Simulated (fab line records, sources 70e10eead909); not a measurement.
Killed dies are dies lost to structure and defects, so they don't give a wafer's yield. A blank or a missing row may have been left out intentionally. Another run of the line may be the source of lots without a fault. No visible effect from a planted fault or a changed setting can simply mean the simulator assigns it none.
Comparing a struck lot with a sound one	flow nand-harc	25 steps out of a route of 1159
Sound: the wafers L925.2, L925.4, L925.5. Wafers struck: L938.1, L938.2, L938.6. The cause is named last.
Order at every step that has rows: each side's tool, ch and its chambers, its first start. Under that, the readings that differ: sound wafers	struck wafers	difference of the means	sigmas: that difference in standard deviations of wafers without a fault.
alike: readings with means less than 2 such deviations apart, plus words and numbers identical on both sides. not compared: withheld readings, readings lacking a value on some wafer, bounds such as >300 that could conceal the same value, and numbers that have no deviation in the record and whose values overlap.
Wherever a step has rows on one side only, a row that says differs or no value, or a row with sigmas, the two part there. Non-overlapping numbers with no deviation appear without sigmas and do not part them. A reading missing from all wafers of one side parts the sides only when that side holds two or more wafers.

first, 2 steps without rows for these wafers: NHARC_A_WL_FILL_PRECLEAN_30 (cleans in dHF, time 10 s); NHARC_A_WL_FILL_SRD_14.
NHARC_A_WL_FILL_ALD_19: deposits TiN, target thk 2 nm, pulse time 3 s, ald cycles 100.
  sound on ald-metal-04 ch 0,1,3, day 15 21:02; struck on ald-metal-04 ch 1,3, day 18 21:17
  alike: heater-power-w, precursor-pulse-height-rel, susceptor-temp-C
then, 1 step without rows for these wafers: NHARC_A_WL_FILL_CVD_20 (deposits W, target thk 75 nm, time 5064 s).
NHARC_A_WL_FILL_CMP_12: polishes, t overpolish 30 s, target thk 75 nm.
  sound on cmp-01 ch 0,2, day 16 03:07; struck on cmp-01 ch 0,1,2, day 19 04:04
  alike: motor-current-A, overpolish-run-s, time-to-endpoint-s
next, for these wafers, 1 step has no rows: NHARC_A_WL_FILL_SRD_31.
NHARC_A_WL_FILL_INSPECT_15:
  sound on defect-inspect-01 at day 16 03:34; struck on defect-inspect-01 at day 19 04:31
  alike: raw-defect-count
NHARC_A_CONTACT_DEP_24: deposits SiO2, target thk 500 nm.
  sound on pecvd-03 ch 0,2, day 16 03:38; struck on pecvd-02 ch 0,1, day 19 04:39
  alike: heater-power-w, rf-fwd-power-W, susceptor-temp-C, throttle-valve-pct
NHARC_A_CONTACT_DEP_28: deposits aC, target thk 3600 nm.
  sound on acl-dep-01 ch 0, day 16 04:37; struck on acl-dep-03 ch 0, day 19 05:12
reading	sound	struck	difference	sigmas
susceptor-temp-C (C)	399.60 400.03 399.76	- - -	no value on the struck wafers	
  alike: throttle-valve-pct
NHARC_A_CONTACT_DEP_29: deposits SiON, target thk 70 nm.
  sound on pecvd-03 ch 0,2, day 16 06:29; struck on pecvd-01 ch 1,2, day 19 07:26
  alike: heater-power-w, rf-fwd-power-W, susceptor-temp-C
then, 10 steps without rows for these wafers: NHARC_A_CONTACT_DEHYDRATE_32 (time 120 s); NHARC_A_CONTACT_HMDS_33 (time 30 s); NHARC_A_CONTACT_COAT_34 (time 75 s); NHARC_A_CONTACT_COAT_35 (time 65 s); NHARC_A_CONTACT_COAT_36 (resist thk 90 nm); NHARC_A_CONTACT_SOFTBAKE_37 (time 55 s); NHARC_A_CONTACT_EBR_38; NHARC_A_CONTACT_EXPOSE_39 (exposes mask A CC 3); NHARC_A_CONTACT_PEB_40 (peb time 65 s); NHARC_A_CONTACT_DEVELOP_41 (develop time 35 s).
NHARC_A_CONTACT_CD_MEAS_42: the cd target is 200 nm.
  sound on cd-sem-03 ch 0, day 16 07:12; struck on cd-sem-02 ch 0, day 19 08:03
  alike: cd-nm
NHARC_A_CONTACT_OVL_MEAS_43:
  sound on overlay-01 at day 16 07:17; struck on overlay-02 at day 19 08:09
  alike: overlay-x-nm, overlay-y-nm
NHARC_A_CONTACT_INSPECT_44:
  sound on defect-inspect-01 at day 16 07:20; struck on defect-inspect-01 at day 19 08:22
reading	sound	struck	difference	sigmas
raw-defect-count	17 30 23	411 409 384	+378	+29
  not compared: hold
NHARC_A_CONTACT_DESCUM_47: chemistry O2, time 3 s.
  sound on rie-diel-05 ch 0,1,2, day 16 07:25; struck on rie-diel-07 ch 0,2, day 19 12:02
reading	sound	struck	difference	sigmas
hold	- - -	await-dispo/3.6h/release await-dispo/3.6h/release await-dispo/3.6h/release	no value on the sound wafers	
  alike: drypump-motor-current-A, oes-product-au, rf-vpp-V, showerhead-plenum-p-Torr, throttle-valve-pct
  not compared: rf-hours-counter-h
-- the record jumps here: 3 days lie between the struck wafers' starts before and after (it left off in module A_CONTACT and takes up again in module END, whose first step shown is number 1159 of the route) --
NHARC_END_SORT_01:
  sound on prober-01 ch 0, day 20 09:31; struck on prober-02 ch 0, day 22 15:16
reading	sound	struck	difference	sigmas
killed-at-array	20 24 25	97 85 84	+66	+6
killed-dies	26 28 30	98 91 87	+64	+6
  alike: killed-at-other, killed-at-periphery, killed-open, killed-short

## WHERE THEY PART
Earliest at NHARC_A_CONTACT_DEP_28; latest, in this record, at NHARC_END_SORT_01.

WHY: whatever the simulator had introduced
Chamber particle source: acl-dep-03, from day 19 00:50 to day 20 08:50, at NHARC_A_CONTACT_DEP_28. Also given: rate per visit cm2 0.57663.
